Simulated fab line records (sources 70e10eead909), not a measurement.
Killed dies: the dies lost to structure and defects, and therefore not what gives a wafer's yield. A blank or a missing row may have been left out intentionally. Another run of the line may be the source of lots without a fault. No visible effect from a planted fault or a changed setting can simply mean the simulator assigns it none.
A lot that was struck, set against a sound lot :: flow nand harc :: 13 steps out of a route of 1302
Sound: the wafers L236.3, L236.4, L236.6. Struck: wafer L250.4; the same lot's L250.3 was not struck, so it is left out; see the end for the cause.
Each step with rows lists, per side, the tool, then ch with its chambers, then its first start. Under that, the readings that differ: sound wafers :: struck wafers :: difference of the means :: sigmas: that difference in standard deviations of wafers without a fault.
alike: readings whose means differ by less than 2 such deviations, and words and numbers that are the same on both sides. not compared: withheld readings, readings that some wafer has no value for, bounds like >300 that may hide the same value, and numbers for which the record gives no deviation and whose values overlap.
Wherever a step has rows on one side only, a row that says differs or no value, or a row with sigmas, the two part there. Non-overlapping numbers with no deviation appear without sigmas and do not part them. Lack of a reading on every wafer of one side parts them only where that side has two or more wafers.

first, 2 steps without rows for these wafers: NHARC_A_SOURCE_PLATE_CVD_03 (deposits poly-Si, target thk 200 nm, time 4000 s); NHARC_A_SOURCE_PLATE_ANNEAL_05 (time 1800 s).
NHARC_A_SOURCE_PLATE_THK_MEAS_06: measures by ellipsometry.
  sound: film metro-01 at day 9 13:50; struck: film metro-02 at day 15 13:59
  alike: thk nm
NHARC_A_SOURCE_PLATE_INSPECT_08:
  sound: defect inspect-01 at day 9 13:57; struck: defect inspect-01 at day 15 14:02
  alike: raw defect count
then, 1 step without rows for these wafers: NHARC_A_ONON_D1_DEP_00 (target thk 1000 nm).
NHARC_A_ONON_D1_THK_MEAS_02: measures by ellipsometry.
  sound: film metro-01 at day 9 14:31; struck: film metro-02 at day 15 14:37
  alike: thk nm
then, 1 step without rows for these wafers: NHARC_A_ONON_D1_DEP_03 (target thk 1000 nm).
NHARC_A_ONON_D1_THK_MEAS_05: measures by ellipsometry.
  sound: film metro-02 at day 9 15:05; struck: film metro-01 at day 15 15:11
  alike: thk nm
then, 1 step without rows for these wafers: NHARC_A_ONON_D1_DEP_06 (target thk 1000 nm).
NHARC_A_ONON_D1_THK_MEAS_08: measures by ellipsometry.
  sound: film metro-01 at day 9 15:40; struck: film metro-02 at day 15 15:45
reading: thk nm (nm)
sound: 978 980 979
struck: 1016
difference: +37
sigmas: +3
NHARC_A_ONON_D1_DEP_09: target thk 1000 nm.
  sound on pecvd onon-04 ch 0, day 9 15:50; struck on pecvd onon-03 ch 0, day 15 15:55
NHARC_A_ONON_D1_THK_MEAS_11: measures by ellipsometry.
  sound: film metro-02 at day 9 16:14; struck: film metro-02 at day 15 16:19
reading: thk nm (nm)
sound: 993 993 994
struck: 908
difference: -85
sigmas: -9
then, 1 step without rows for these wafers: NHARC_A_ONON_D1_DEP_12 (target thk 1000 nm).

## WHERE THEY PART
Earliest at NHARC_A_ONON_D1_THK_MEAS_08; latest, in this record, at NHARC_A_ONON_D1_THK_MEAS_11.

WHY: whatever the simulator had introduced
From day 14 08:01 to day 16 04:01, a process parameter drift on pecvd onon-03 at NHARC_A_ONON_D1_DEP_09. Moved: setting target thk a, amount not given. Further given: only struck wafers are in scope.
